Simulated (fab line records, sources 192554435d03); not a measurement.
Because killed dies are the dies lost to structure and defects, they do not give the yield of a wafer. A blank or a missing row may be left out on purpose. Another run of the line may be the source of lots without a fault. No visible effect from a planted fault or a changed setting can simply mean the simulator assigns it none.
Matching of chambers	flow n5Finfet	N5_BEOL_M2_DESCUM_33 on rieDiel-05 has 4 sister chambers
The step chemistry O2, time 7 s. 27 wafers are shown with their chamber, then 12 later ones without.

EACH WAFER AND ITS CHAMBER
wafer	chamber	drypumpMotorCurrentA (A)	throttleValvePct (%)	showerheadPlenumPTorr (Torr)
L078.1	2	5.8	19.82	2.14
L078.4	0	5.1	20.39	2.23
L078.5	3	5.9	20.57	2.06
L082.1	2	5.8	19.82	2.14
L082.4	0	5.1	20.38	2.23
L082.6	1	5.7	20.19	2.18
L084.1	2	5.8	19.83	2.14
L084.2	3	5.9	20.60	2.06
L084.3	1	5.6	20.19	2.18
L084.4	0	5.1	20.38	2.23
L084.5	0	5.1	20.39	2.23
L084.6	1	5.6	20.19	2.18
L085.3	2	5.8	19.83	2.13
L085.5	2	5.8	19.84	2.13
L085.6	1	5.6	20.19	2.18
L086.1	0	5.1	20.41	2.23
L086.2	2	5.8	19.84	2.13
L086.3	1	5.6	20.20	2.18
L086.4	2	5.8	19.85	2.13
L086.5	1	5.6	20.20	2.18
L086.6	0	5.1	20.39	2.22
L087.1	0	5.1	20.40	2.22
L087.2	2	5.8	19.84	2.13
L087.3	1	5.7	20.21	2.17
L090.1	1	5.7	20.21	2.17
L090.2	0	5.1	20.42	2.22
L090.3	2	5.8	19.85	2.13

SIGNATURES (means of the wafers above)
reading	chamber 0	chamber 1	chamber 2	chamber 3	scatter within a chamber
drypumpMotorCurrentA	5.100	5.638	5.800	5.900	0.0286
throttleValvePct	20.3950	20.1975	19.8356	20.5850	0.0122
showerheadPlenumPTorr	2.2263	2.1775	2.1333	2.0600	0.00483
Rule: for each reading, subtract the chamber's mean from the wafer's reading, divide by that reading's scatter and square the result; add these up over the readings and take the root, which gives the wafer's distance from the chamber. If the next closest chamber is less than 2 further off than the closest, the wafer can't be placed; otherwise it belongs to the closest. The scatter is the square root of a quotient: the sum, over the shown wafers, of each reading's squared deviation from its chamber's mean, divided by wafers minus chambers.

WAFERS WITHOUT THEIR CHAMBER
wafer	drypumpMotorCurrentA (A)	throttleValvePct (%)	showerheadPlenumPTorr (Torr)
L090.4	5.6	20.21	2.17
L090.5	5.0	20.42	2.22
L090.6	5.8	19.85	2.13
L092.2	5.0	20.43	2.22
L092.4	5.8	19.86	2.13
L092.5	5.1	20.42	2.22
L094.1	5.6	20.23	2.17
L094.3	5.8	19.86	2.13
L094.4	5.1	20.44	2.22
L096.1	5.9	20.22	2.05
L096.3	5.8	19.87	2.12
L096.6	5.7	20.24	2.17

EACH ONE'S CHAMBER
wafer	from the rows above	in truth
L090.4	1	1
L090.5	0	0
L090.6	2	2
L092.2	0	0
L092.4	2	2
L092.5	0	0
L094.1	1	1
L094.3	2	2
L094.4	0	0
L096.1	1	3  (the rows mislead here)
L096.3	2	2
L096.6	1	1
11 of 12 placed correctly. Number that these rows cannot place: 0. Number placed wrongly: 1.
